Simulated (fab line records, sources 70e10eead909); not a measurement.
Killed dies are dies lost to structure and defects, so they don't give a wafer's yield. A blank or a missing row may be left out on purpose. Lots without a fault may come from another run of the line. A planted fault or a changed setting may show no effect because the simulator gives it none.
Problem report in the 8D (eight disciplines) form, filled by code | flow nand_harc | the parts of the form that need people (team, actions taken, sign-off) are left out

1. THE PROBLEM
cd_nm at NHARC_A_ZERO_WELL_CD_MEAS_10 reads a mean of 2015.0 nm on 6 wafers of 2 lots; wafers without a fault read 2000.4 nm with a standard deviation of 1.8. That is +8.1 standard deviations from the usual mean.
The step: target cd 2000 nm.
First seen on wafer L726.1, day 9 16:45, on cd_sem-03. The record holds 39 wafers of 13 lots with a number at this step. Rule for "out", or "out of limits": more than 4 standard deviations from the usual mean. The other wafers with a number count as sound.

2. WHAT IT IS AND WHAT IT IS NOT
question                    | is                     | is not
which readings at this step | cd_nm                  | -
which lots                  | L726, L729             | L712, L714, L715, L716, L718, L720, L723, L731, L733, L734, L735
which wafers of those lots  | all that have a number | -
read on which gauges        | cd_sem-02, cd_sem-03   | cd_sem-01
when                        | from day 9 16:45       | up to then (18 sound wafers); but 15 sound wafers of L723, L731, L733, L734, L735 came after

3. SUSPECTS, AND WHAT RULES EACH OUT
Counting: a tool at a process step up to the reading stays a suspect if it ran every lot that is out and no sound lot after the first of them.
- the gauge at NHARC_A_ZERO_WELL_CD_MEAS_10: ruled out. The wafers that are out were read on 2 gauges (cd_sem-02, cd_sem-03).
- krf_scanner-01 at NHARC_A_ZERO_WELL_EXPOSE_07 (exposes mask A ZERO): kept. It ran every lot that is out, first L726 (day 9 16:35), and no sound lot after that; its last sound lot up to then is L716 (day 7 13:30). Its own readings are out on those wafers: exposure_dose_mJ_cm2.
Left after counting: krf_scanner-01 at NHARC_A_ZERO_WELL_EXPOSE_07.

4. THE CAUSE (what the simulator had put in)
Process parameter drift: krf_scanner-01, from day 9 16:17 on, at NHARC_A_ZERO_WELL_EXPOSE_07. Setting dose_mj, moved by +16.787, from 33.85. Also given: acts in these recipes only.
Counting left only this tool.

5. THE CHAIN OF EFFECTS, in route order
Each row: a reading whose mean over the struck wafers that have a number lies more than 3 standard deviations from the usual. Only readings for which the record gives a usual standard deviation are gone through. hours: the time from each lot's start at the first step in this table that gives one to its start at this step, as a median over the lots. sigmas: the change in usual standard deviations.
hours | step                         | reading              | usual     | on struck wafers | change | sigmas
0     | NHARC_A_ZERO_WELL_EXPOSE_07  | exposure_dose_mJ_cm2 | 33.85     | 50.65            | +16.80 | +99 or more
0     | NHARC_A_ZERO_WELL_CD_MEAS_10 | cd_nm                | 2000.4 nm | 2015.0           | +14.6  | +8.1
The process steps in it:
- NHARC_A_ZERO_WELL_EXPOSE_07: exposes mask A ZERO.
Later measuring or inspecting steps at which every struck wafer that the step has a row for has a number for every such reading, and none has moved that far: NHARC_END_SORT_01.

6. WHAT WOULD HAVE CAUGHT IT SOONER
In this record the first reading out of limits at a measuring or inspecting step was taken at day 9 16:45, 0 hours after the fault began at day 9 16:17.
The tool's own readings at NHARC_A_ZERO_WELL_EXPOSE_07 were out on every struck wafer that the step has a row for (exposure_dose_mJ_cm2): an alarm limit on them would have fired on the first of those.
Of the lots that are out (2), L729 began NHARC_A_ZERO_WELL_EXPOSE_07 on krf_scanner-01 after day 9 16:45. A hold on the tool at that time would have spared it.
